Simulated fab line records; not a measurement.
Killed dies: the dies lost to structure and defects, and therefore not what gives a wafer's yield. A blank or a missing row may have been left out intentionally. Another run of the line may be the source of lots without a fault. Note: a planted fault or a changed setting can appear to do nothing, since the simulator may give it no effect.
Which tool was responsible?    flow nand harc    Sampling: 24 lots, 72 wafers, 5 of 1302 route steps

WHAT THE GAUGES SHOWED, per wafer
NHARC_A_CONTACT_CD_MEAS_53.
lot   measured      on         cd nm (nm)
L075  day 22 04:41  cd sem-01  290.0 289.7 290.4
L074  day 22 04:46  cd sem-02  288.8 289.4 289.3
L076  day 22 10:01  cd sem-01  288.9 288.2 287.8
L077  day 23 10:26  cd sem-01  289.5 289.3 290.0
L079  day 23 18:29  cd sem-01  288.6 289.1 288.8
L078  day 24 07:53  cd sem-01  289.2 289.5 289.8
L081  day 24 15:31  cd sem-01  290.3 290.1 290.4
L080  day 25 06:26  cd sem-03  289.1 287.9 288.9
L082  day 25 03:16  cd sem-03  289.9 290.4 290.2
L083  day 25 09:46  cd sem-03  288.6 287.6 288.0
L084  day 25 15:01  cd sem-02  290.8 289.7 290.5
L085  day 26 07:14  cd sem-02  290.3 289.7 289.3
L087  day 26 17:08  cd sem-02  290.1 289.6 289.7
L086  day 26 14:14  cd sem-01  290.4 290.4 290.6
L088  day 28 01:02  cd sem-01  290.4 290.0 290.0
L089  day 28 02:16  cd sem-02  288.9 290.1 289.6
L090  day 28 17:29  cd sem-01  289.0 289.9 288.8
L091  day 28 18:18  cd sem-03  289.3 289.4 289.3
L092  day 29 02:13  cd sem-02  287.9 287.8 288.3
L093  day 29 17:36  cd sem-03  290.0 290.0 289.9
L096  day 30 01:39  cd sem-03  290.4 289.4 288.8
L094  day 30 01:53  cd sem-03  289.0 290.6 289.5
L095  day 30 05:44  cd sem-01  287.9 288.1 287.6
L097  day 31 13:13  cd sem-02  289.1 289.1 289.2

WHAT TOOL EACH LOT RAN ON (gives the tool, then ch and the chambers of the sampled wafers, and finally the start)
lot   NHARC_A_WL_FILL_ETCHBACK_04        NHARC_A_WL_FILL_ETCHBACK_05        NHARC_A_CONTACT_ETCH_112              NHARC_A_CONTACT_ETCH_122
L075  rie metal-02 ch 0, day 20 16:04    rie metal-02 ch 0, day 20 16:31    har cap etch-03 ch 0,1, day 22 01:36  har cap etch-03 ch 0,1, day 22 03:19
L074  rie metal-03 ch 0,1, day 20 16:25  rie metal-03 ch 0,1, day 20 16:38  har cap etch-02 ch 0,1, day 22 00:56  har cap etch-02 ch 0,1, day 22 03:12
L076  rie metal-01 ch 0,1, day 21 05:04  rie metal-01 ch 0,1, day 21 05:19  har cap etch-02 ch 0,1, day 22 06:10  har cap etch-02 ch 0,1, day 22 08:26
L077  rie metal-01 ch 0,1, day 22 06:35  rie metal-01 ch 0,1, day 22 06:46  har cap etch-01 ch 0,1, day 23 07:17  har cap etch-01 ch 0,1, day 23 09:00
L079  rie metal-01 ch 0,1, day 22 13:19  rie metal-01 ch 0,1, day 22 13:34  har cap etch-03 ch 0,1, day 23 15:20  har cap etch-03 ch 0,1, day 23 17:02
L078  rie metal-03 ch 0,1, day 23 03:57  rie metal-03 ch 0,1, day 23 04:08  har cap etch-03 ch 0,1, day 24 04:53  har cap etch-03 ch 0,1, day 24 06:35
L081  rie metal-02 ch 0,1, day 23 10:34  rie metal-02 ch 0,1, day 23 10:49  har cap etch-01 ch 0,1, day 24 12:26  har cap etch-01 ch 0,1, day 24 14:08
L080  rie metal-03 ch 0,1, day 23 23:03  rie metal-03 ch 0,1, day 23 23:15  har cap etch-03 ch 0,1, day 25 03:25  har cap etch-03 ch 0,1, day 25 05:07
L082  rie metal-02 ch 0,1, day 23 23:17  rie metal-02 ch 0,1, day 23 23:32  har cap etch-02 ch 0,1, day 25 00:11  har cap etch-02 ch 0,1, day 25 01:53
L083  rie metal-01 ch 0,1, day 24 04:28  rie metal-01 ch 1, day 24 04:44    har cap etch-01 ch 1, day 25 06:42    har cap etch-01 ch 1, day 25 08:25
L084  rie metal-03 ch 1, day 24 11:37    rie metal-03 ch 0,1, day 24 11:51  har cap etch-01 ch 0,1, day 25 11:56  har cap etch-01 ch 0,1, day 25 13:39
L085  rie metal-03 ch 0,1, day 25 03:48  rie metal-03 ch 0,1, day 25 04:01  har cap etch-02 ch 0,1, day 26 04:10  har cap etch-02 ch 0,1, day 26 05:53
L087  rie metal-01 ch 0,1, day 25 10:38  rie metal-01 ch 0,1, day 25 10:50  har cap etch-02 ch 0,1, day 26 13:16  har cap etch-02 ch 0,1, day 26 15:32
L086  rie metal-02 ch 0,1, day 25 12:33  rie metal-02 ch 0,1, day 25 12:43  har cap etch-01 ch 0,1, day 26 11:13  har cap etch-01 ch 0,1, day 26 12:55
L088  rie metal-03 ch 1, day 26 21:10    rie metal-03 ch 1, day 26 21:34    har cap etch-03 ch 0,1, day 27 21:59  har cap etch-03 ch 0,1, day 27 23:41
L089  rie metal-01 ch 1, day 26 22:34    rie metal-01 ch 0,1, day 26 22:53  har cap etch-01 ch 0,1, day 27 23:13  har cap etch-01 ch 0,1, day 28 00:55
L090  rie metal-03 ch 1, day 27 11:22    rie metal-03 ch 0,1, day 27 11:48  har cap etch-01 ch 0,1, day 28 14:26  har cap etch-01 ch 0,1, day 28 16:08
L091  rie metal-01 ch 0,1, day 27 11:31  rie metal-01 ch 1, day 27 11:43    har cap etch-02 ch 0,1, day 28 14:46  har cap etch-02 ch 0,1, day 28 16:28
L092  rie metal-01 ch 0,1, day 27 22:19  rie metal-01 ch 0,1, day 27 22:34  har cap etch-02 ch 0,1, day 28 23:10  har cap etch-02 ch 0,1, day 29 00:52
L093  rie metal-03 ch 0,1, day 28 09:04  rie metal-03 ch 0,1, day 28 09:16  har cap etch-02 ch 0,1, day 29 14:35  har cap etch-02 ch 0,1, day 29 16:17
L096  rie metal-01 ch 0,1, day 28 19:23  rie metal-01 ch 0, day 28 19:36    har cap etch-01 ch 0,1, day 29 22:37  har cap etch-01 ch 0,1, day 30 00:19
L094  rie metal-03 ch 0,1, day 28 21:28  rie metal-03 ch 0,1, day 28 21:44  har cap etch-02 ch 0,1, day 29 22:50  har cap etch-02 ch 0,1, day 30 00:32
L095  rie metal-01 ch 0,1, day 29 00:41  rie metal-01 ch 0,1, day 29 00:52  har cap etch-01 ch 0,1, day 30 02:43  har cap etch-01 ch 0,1, day 30 04:26
L097  rie metal-01 ch 0,1, day 30 02:02  rie metal-01 ch 0,1, day 30 02:14  har cap etch-01 ch 0,1, day 31 10:10  har cap etch-01 ch 0,1, day 31 11:52
- NHARC_A_WL_FILL_ETCHBACK_04: etches the open film in NF3, target depth 60 nm, time 120 s.
- NHARC_A_WL_FILL_ETCHBACK_05: etches the open film in Cl2/BCl3, target depth 22 nm, time 60 s.
- NHARC_A_CONTACT_ETCH_112: etches the open film in C4F8/O2/Ar, time 190 s, target depth 1850 nm.
- NHARC_A_CONTACT_ETCH_122: etches the open film in C4F8/O2/Ar, time 190 s, target depth 1850 nm.

WHAT THE TOOLS THEMSELVES READ (means of the sampled wafers that have a number; where no wafer has one, the mark that the record gives instead)
NHARC_A_WL_FILL_ETCHBACK_04.
lot   tool          drypump motor current A (A)  oes product au (a.u.)
L075  rie metal-02  5.61                         0.990
L074  rie metal-03  5.33                         1.007
L076  rie metal-01  5.64                         1.003
L077  rie metal-01  5.63                         0.994
L079  rie metal-01  5.61                         1.004
L078  rie metal-03  5.31                         1.004
L081  rie metal-02  5.46                         0.990
L080  rie metal-03  5.31                         1.002
L082  rie metal-02  5.32                         0.997
L083  rie metal-01  5.62                         1.005
L084  rie metal-03  5.32                         1.011
L085  rie metal-03  5.32                         1.005
L087  rie metal-01  5.59                         1.001
L086  rie metal-02  5.44                         0.996
L088  rie metal-03  5.35                         1.002
L089  rie metal-01  5.66                         1.012
L090  rie metal-03  5.31                         1.003
L091  rie metal-01  5.62                         1.002
L092  rie metal-01  5.60                         1.002
L093  rie metal-03  5.32                         1.006
L096  rie metal-01  5.61                         1.001
L094  rie metal-03  5.31                         1.010
L095  rie metal-01  5.61                         1.003
L097  rie metal-01  5.63                         1.001

NHARC_A_WL_FILL_ETCHBACK_05.
lot   tool          drypump motor current A (A)  oes product au (a.u.)
L075  rie metal-02  5.60                         0.991
L074  rie metal-03  5.29                         1.009
L076  rie metal-01  5.61                         0.999
L077  rie metal-01  5.64                         0.999
L079  rie metal-01  5.63                         0.988
L078  rie metal-03  5.33                         1.004
L081  rie metal-02  5.46                         1.000
L080  rie metal-03  5.31                         0.998
L082  rie metal-02  5.46                         0.988
L083  rie metal-01  5.65                         0.995
L084  rie metal-03  5.31                         0.991
L085  rie metal-03  5.32                         1.004
L087  rie metal-01  5.63                         0.999
L086  rie metal-02  5.32                         0.989
L088  rie metal-03  5.30                         1.011
L089  rie metal-01  5.58                         0.999
L090  rie metal-03  5.31                         1.003
L091  rie metal-01  5.66                         1.002
L092  rie metal-01  5.59                         0.995
L093  rie metal-03  5.32                         1.005
L096  rie metal-01  5.52                         1.011
L094  rie metal-03  5.31                         1.004
L095  rie metal-01  5.63                         1.008
L097  rie metal-01  5.57                         1.004

THE ANSWER, worked out from the rows above alone
Rule: usual is defined by the lots themselves. Put in order of their means at a reading, lots are off if they are a third of the lots or fewer, leave a main group of 4 or more, and stand apart from it by a gap of 3 or more times the standard deviation of the main group's means; of several such gaps the widest counts. A main group is skipped when, at the precision printed for the reading in the tables above, its means are all equal. A lot without any number at a reading at which 4 lots or more have one is off too. The other lots that the step has rows for count as sound. After the gauges, taken in route order, come the tools' own readings; for these a lot's mean is taken, as printed above. At the first step where some lot is off, the reading lying furthest off is the one used; lots without a number count as furthest.
No lot is off on any of the readings shown, so nothing can be concluded from this.

WHAT THE SIMULATOR HAD INSERTED
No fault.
